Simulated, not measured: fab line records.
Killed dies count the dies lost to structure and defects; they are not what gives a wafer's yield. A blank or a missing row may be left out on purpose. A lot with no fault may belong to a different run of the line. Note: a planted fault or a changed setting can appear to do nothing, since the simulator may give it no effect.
fab line records	flow nandHarc
record lots=14	wafers=42	lastDay=30
route steps=1302 shown P_M1@315 P_M2@329
lots that met no fault: from a run of the same line without faults
startH: start of the lot's first displayed wafer, in hours after the record's first day	waitH: hours from the lot's prior step to this one	" as in the row above	L1.1+2: one row covering several wafers at once	- no value present, or no start provided	* or withheld: withheld	< > ~ a bound
route shown NAME@n: a module of which the file shows steps, and the number in the route of the first	usual: mean/standard deviation of fault-free wafers	same: alike in all rows	chamber/n: place in a boat	sites: each site's reading	_std_site: standard deviation across them	_edge_site: the outer-site mean with the inner-site mean subtracted	radiusMm: how far each site lies from the wafer's centre	mask NAME#n: copy n	behind: the tool/chamber that last shaped the wafer	hold: the reason the lot was held/the length of the hold in hours/how it ended	device: the n, p or np transistor that did not switch	end of line: the route-end tests of the same wafers	a step with no rows: only its recipe	killed: count of dies lost to structure and defects at first sort (not the wafer's yield)	map: per-die view of a wafer (x killed, . not killed, _ where there is no die)
set.NAME: setting as actually run; set.NAME@STEP: the setting as run at that earlier step	model.NAME: the simulator's own value behind a step, which no gauge read
a sample of lots followed through the steps of the route, with each step as a table and each wafer as a row
services: the hour from which a tool's chamber was out of use, counted from the record's first day as startH (under 0 if before that day), plus the number of hours and why
## steps
# step NHARC_P_M1_INSPECT_27
# usual rawDefectCount=278/110
lot.wafer	tool	chamber	startH	waitH	rawDefectCount
L741.1	defectInspect-02	-	142.38	0.0	173
L741.5	"	-	"	"	216
L741.6	"	-	"	"	148
L743.2	defectInspect-02	-	160.33	0.0	178
L743.3	"	-	"	"	247
L743.4	"	-	"	"	169
L744.1	defectInspect-01	-	170.73	0.0	378
L744.2	"	-	"	"	281
L744.6	"	-	"	"	249
L745.1	defectInspect-02	-	186.51	0.0	265
L745.2	"	-	"	"	403
L745.6	"	-	"	"	187
L746.1	defectInspect-02	-	188.66	0.0	203
L746.2	"	-	"	"	249
L746.4	"	-	"	"	146
L747.1	defectInspect-02	-	194.65	0.0	331
L747.5	"	-	"	"	125
L747.6	"	-	"	"	161
L748.1	defectInspect-02	-	211.13	0.0	214
L748.4	"	-	"	"	320
L748.5	"	-	"	"	242
L749.2	defectInspect-01	-	221.54	0.0	308
L749.3	"	-	"	"	249
L749.4	"	-	"	"	308
L750.1	defectInspect-01	-	221.79	0.0	489
L750.2	"	-	"	"	370
L750.6	"	-	"	"	414
L751.1	defectInspect-01	-	237.81	0.0	254
L751.4	"	-	"	"	214
L751.6	"	-	"	"	113
L752.2	defectInspect-02	-	246.85	0.0	330
L752.4	"	-	"	"	318
L752.6	"	-	"	"	215
L754.4	defectInspect-02	-	273.53	0.0	108
L754.5	"	-	"	"	111
L754.6	"	-	"	"	154
L761.1	defectInspect-01	-	334.30	0.0	720
L761.4	"	-	"	"	284
L761.6	"	-	"	"	323
L762.1	defectInspect-02	-	354.42	0.0	200
L762.5	"	-	"	"	291
L762.6	"	-	"	"	303
# step NHARC_P_M2_OVL_MEAS_10
# recipe pitchNm=340
# usual overlayXNm=0.1/0.75	overlayYNm=0.1/0.73
lot.wafer	tool	chamber	startH	waitH	overlayXNm	overlayYNm
L741.1	overlay-02	-	143.74	-	-1.6	-0.7
L741.5	"	-	"	"	-1.7	-1.0
L741.6	"	-	"	"	-1.4	-1.1
L743.2	overlay-02	-	161.82	-	0.1	-0.8
L743.3	"	-	"	"	0.8	-0.6
L743.4	"	-	"	"	0.9	-0.4
L744.1	overlay-02	-	172.09	-	0.0	-0.2
L744.2	"	-	"	"	0.6	-0.1
L744.6	"	-	"	"	-0.1	0.0
L745.1	overlay-02	-	188.05	-	-0.2	0.5
L745.2	"	-	"	"	-0.8	1.1
L745.6	"	-	"	"	0.0	1.1
L746.1	overlay-02	-	190.43	-	0.3	-0.3
L746.2	"	-	"	"	0.6	-0.1
L746.4	"	-	"	"	-0.3	-0.3
L747.1	overlay-02	-	196.12	-	0.6	0.3
L747.5	"	-	"	"	0.1	0.0
L747.6	"	-	"	"	0.7	0.0
L748.1	overlay-01	-	212.62	-	-1.2	-0.3
L748.4	"	-	"	"	-1.7	-0.8
L748.5	"	-	"	"	-1.4	-0.4
L749.2	overlay-02	-	222.89	-	0.1	1.5
L749.3	"	-	"	"	0.2	2.2
L749.4	"	-	"	"	0.0	0.9
L750.1	overlay-02	-	223.44	-	0.4	0.6
L750.2	"	-	"	"	0.6	0.7
L750.6	"	-	"	"	0.5	1.1
L751.1	overlay-02	-	239.15	-	1.9	0.6
L751.4	"	-	"	"	1.5	-0.1
L751.6	"	-	"	"	1.9	-0.3
L752.2	overlay-02	-	248.32	-	0.3	0.7
L752.4	"	-	"	"	0.3	0.4
L752.6	"	-	"	"	0.8	0.1
L754.4	overlay-02	-	274.99	-	-0.1	1.6
L754.5	"	-	"	"	-0.5	1.2
L754.6	"	-	"	"	-0.7	1.2
L761.1	overlay-01	-	335.78	-	-0.2	0.0
L761.4	"	-	"	"	-0.4	0.5
L761.6	"	-	"	"	0.1	-0.5
L762.1	overlay-01	-	355.91	-	0.7	-0.3
L762.5	"	-	"	"	1.5	0.2
L762.6	"	-	"	"	1.5	-0.5
# step NHARC_P_M2_ETCH_15
# recipe targetDepthA=1825	timeS=91.2	c4f8FlowSccm=withheld	arFlowSccm=400	rfW=600	biasW=300	chemistry=C4F8/Ar
# usual biasW=300.0/0.9	chamberPressureMTorr=24.999/0.022	oesProductAu=0.946/0.021	rfVppV=441.2/2.6	timeS=91.2/0
lot.wafer	tool	chamber	startH	waitH	biasW	chamberPressureMTorr	oesProductAu	rfHoursCounterH	rfVppV	timeS
L741.1	rieDiel-08	2	144.10	-	299.2	25.011	0.928	5	441.5	91.2
L741.6	"	3	"	"	300.6	24.972	0.926	-	443.1	91.2
L741.5	"	0	"	"	300.2	25.018	0.918	-	439.7	91.2
L743.3	rieDiel-08	2	162.09	-	299.9	24.939	0.937	6	442.1	91.2
L743.2	"	3	"	"	299.5	24.984	0.925	7	446.2	91.2
L743.4	"	0	"	"	300.0	24.959	0.923	7	438.0	91.2
L744.2	rieDiel-09	3	172.37	-	299.3	24.967	0.938	2	442.5	91.2
L744.1	"	1	"	"	300.9	24.997	0.922	2	439.5	91.2
L744.6	"	2	"	"	300.1	25.016	0.928	-	438.3	91.2
L745.2	rieDiel-09	1	188.33	-	300.6	25.001	0.922	4	439.4	91.2
L745.1	"	2	"	"	299.5	25.037	0.936	3	437.1	91.2
L745.6	"	0	"	"	299.1	25.056	0.916	-	444.6	91.2
L746.2	rieDiel-08	1	190.70	-	300.6	24.982	0.973	8	438.9	91.2
L746.1	"	2	"	"	301.0	25.035	0.964	7	442.2	91.2
L746.4	"	0	"	"	300.6	24.980	0.983	8	438.9	91.2
L747.1	rieDiel-13	0	196.39	-	299.9	25.017	0.932	1	442.5	91.2
L747.6	"	0	"	"	300.9	25.028	0.920	-	443.3	91.2
L747.5	"	1	"	"	299.0	25.026	0.937	-	439.4	91.2
L748.4	rieDiel-08	1	212.90	-	299.6	25.021	0.988	0	438.7	91.2
L748.1	"	3	"	"	300.1	25.004	0.958	0	443.6	91.2
L748.5	"	2	"	"	299.3	24.972	0.967	-	440.7	91.2
L749.2	rieDiel-08	2	223.16	-	299.8	25.018	0.981	1	441.4	91.2
L749.4	"	0	"	"	300.5	25.017	0.960	1	436.7	91.2
L749.3	"	1	"	"	298.2	24.980	0.978	1	439.7	91.2
L750.1	rieDiel-09	2	223.72	-	299.9	25.000	0.933	6	436.8	91.2
L750.2	"	3	"	"	301.0	25.002	0.940	6	443.2	91.2
L750.6	"	1	"	"	301.3	25.012	0.929	-	441.7	91.2
L751.1	rieDiel-08	3	239.42	-	300.5	25.015	0.973	1	444.3	91.2
L751.4	"	2	"	"	300.5	24.987	0.958	1	441.0	91.2
L751.6	"	3	"	"	299.7	24.997	0.978	-	444.3	91.2
L752.2	rieDiel-09	1	248.59	-	299.8	24.993	0.932	9	440.0	91.2
L752.4	"	3	"	"	300.9	25.019	0.934	9	441.7	91.2
L752.6	"	1	"	"	299.6	24.978	0.924	-	439.8	91.2
L754.4	rieDiel-09	2	275.27	-	300.2	24.999	0.939	11	437.9	91.2
L754.5	"	0	"	"	301.5	25.054	0.934	-	444.6	91.2
L754.6	"	1	"	"	300.9	24.989	0.924	-	440.2	91.2
L761.1	rieDiel-08	2	336.06	-	-	-	-	-	-	-
L761.4	"	3	"	"	-	-	-	-	-	-
L761.6	"	2	"	"	-	-	-	-	-	-
L762.1	rieDiel-08	2	356.20	-	-	-	-	-	-	-
L762.5	"	3	"	"	-	-	-	-	-	-
L762.6	"	0	"	"	-	-	-	-	-	-
# step NHARC_P_M2_STRIP_18
# recipe powerW=1000	n2FlowSccm=150	h2FlowSccm=150	arFlowSccm=0	biasW=0	chemistry=N2/H2
# usual drypumpMotorCurrentA=5.9/0.36	oesProductAu=1.005/0.0082	rfVppV=90.8/0.95	showerheadPlenumPTorr=2.06/0.093	throttleValvePct=14.171/0.009
lot.wafer	tool	chamber	startH	waitH	drypumpMotorCurrentA	oesProductAu	rfHoursCounterH	rfVppV	showerheadPlenumPTorr	throttleValvePct
L741.1	rieDiel-13	1	144.31	0.1	6.3	0.999	8	91.4	1.99	14.166
L741.5	"	0	"	"	6.2	0.992	-	92.3	2.12	14.171
L741.6	"	1	"	"	6.3	0.996	-	91.8	1.99	14.179
L743.2	rieDiel-08	0	162.32	0.1	5.6	0.992	7	89.0	1.95	14.174
L743.3	"	1	"	"	5.4	0.999	6	91.2	1.99	14.186
L743.4	"	2	"	"	5.4	1.004	6	91.2	2.06	14.162
L744.1	rieDiel-09	1	172.62	0.1	6.1	1.000	2	91.3	2.02	14.178
L744.2	"	2	"	"	5.3	1.002	2	89.1	1.92	14.162
L744.6	"	0	"	"	6.2	0.988	-	90.9	2.19	14.164
L745.2	rieDiel-13	2	188.52	0.1	5.8	1.005	1	91.0	2.08	14.160
L745.1	"	3	"	"	6.1	1.028	1	92.3	2.18	14.181
L745.6	"	2	"	"	5.8	1.007	-	92.3	2.08	14.183
L746.1	rieDiel-09	0	190.90	0.1	6.2	1.015	3	91.4	2.19	14.189
L746.4	"	2	"	"	5.4	1.016	3	90.5	1.92	14.190
L746.2	"	3	"	"	6.1	1.019	3	91.1	2.10	14.164
L747.1	rieDiel-09	1	196.68	0.1	6.2	0.999	4	91.1	2.02	14.170
L747.6	"	2	"	"	5.3	1.014	-	90.7	1.92	14.163
L747.5	"	3	"	"	6.1	1.018	-	91.7	2.10	14.176
L748.1	rieDiel-09	3	213.15	0.1	6.1	1.009	5	92.0	2.10	14.178
L748.4	"	0	"	"	6.3	1.000	5	90.8	2.19	14.165
L748.5	"	2	"	"	5.3	1.009	-	89.7	1.92	14.179
L749.3	rieDiel-13	3	223.37	0.1	6.1	1.016	2	90.9	2.18	14.177
L749.2	"	0	"	"	6.2	0.999	2	91.4	2.12	14.161
L749.4	"	2	"	"	5.8	1.009	2	91.6	2.08	14.182
L750.1	rieDiel-13	0	223.97	0.1	6.2	1.002	2	90.6	2.12	14.185
L750.2	"	1	"	"	6.3	0.998	1	89.6	1.99	14.175
L750.6	"	3	"	"	6.1	1.004	-	92.1	2.18	14.165
L751.1	rieDiel-09	1	239.63	0.1	6.2	1.002	9	89.5	2.02	14.151
L751.4	"	2	"	"	5.3	1.012	9	90.3	1.92	14.172
L751.6	"	1	"	"	6.2	1.008	-	90.3	2.02	14.161
L752.2	rieDiel-13	0	248.83	0.1	6.2	0.994	3	91.5	2.12	14.168
L752.4	"	1	"	"	6.3	0.988	3	89.5	1.99	14.158
L752.6	"	3	"	"	6.1	1.003	-	91.0	2.18	14.172
L754.4	rieDiel-13	3	275.54	0.1	6.1	1.016	4	90.6	2.18	14.170
L754.5	"	0	"	"	6.2	1.004	-	91.4	2.12	14.162
L754.6	"	1	"	"	6.3	1.008	-	90.2	1.99	14.171
L761.1	rieDiel-08	0	336.26	0.1	5.6	1.002	6	90.4	1.94	14.163
L761.4	"	3	"	"	6.3	0.995	6	91.5	2.18	14.176
L761.6	"	0	"	"	5.6	1.004	-	90.6	1.94	14.181
L762.1	rieDiel-08	1	356.41	0.1	5.4	1.017	8	90.4	1.99	14.164
L762.6	"	0	"	"	5.6	1.013	-	91.1	1.94	14.167
L762.5	"	1	"	"	5.4	1.019	-	90.9	1.99	14.183
## services
tool	chamber	startH	hours	kind
rieDiel-08	0	120.89	-	clean
rieDiel-08	1	120.89	-	clean
rieDiel-08	2	120.89	-	clean
rieDiel-08	3	120.89	-	clean
rieDiel-08	2	121.62	17.2	repair
rieDiel-09	1	127.52	2.6	repair
rieDiel-09	-	143.10	9.0	pm
rieDiel-08	0	145.39	-	clean
rieDiel-08	1	145.39	-	clean
rieDiel-08	2	145.39	-	clean
rieDiel-08	3	145.39	-	clean
rieDiel-13	3	156.05	14.0	repair
rieDiel-13	-	165.00	9.0	pm
rieDiel-08	3	165.07	2.4	repair
rieDiel-08	2	171.39	3.1	repair
rieDiel-08	-	190.88	9.0	pm
rieDiel-08	-	203.60	4.1	repair
rieDiel-09	-	209.94	1.5	repair
rieDiel-08	0	243.24	6.7	repair
rieDiel-13	3	255.16	5.2	repair
rieDiel-13	-	304.13	1.0	repair
rieDiel-09	-	320.10	9.0	pm
rieDiel-13	3	341.83	5.2	repair
rieDiel-13	-	342.00	9.0	pm
## key
firstSign step=NHARC_P_M2_ETCH_15	reading=toolRecord	direction=missing
effect none on later readings
metAt NHARC_P_M2_ETCH_15
struckLots L761,L762
laterRowsLeftOut L761.1,L761.4,L761.6,L762.1,L762.5,L762.6
sortLeftOut L761.1,L761.4,L761.6,L762.1,L762.5,L762.6
notActingAt NHARC_P_M1_INSPECT_27,NHARC_P_M2_OVL_MEAS_10,NHARC_P_M2_STRIP_18
onsetBetween 239.42 336.06
fault kind=skippedStepWhole	tool=rieDiel-08	chamber=-	onsetH=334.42	steps=NHARC_P_M2_ETCH_15	scope=struckLotsOnly
# sortLeftOut: the simulated sort isn't trusted on such a fault, so these wafers' sort isn't shown, and their yield isn't known
# laterRowsLeftOut: the simulator's readings of these wafers behind a module that went badly wrong aren't trusted and aren't shown, but for the sort
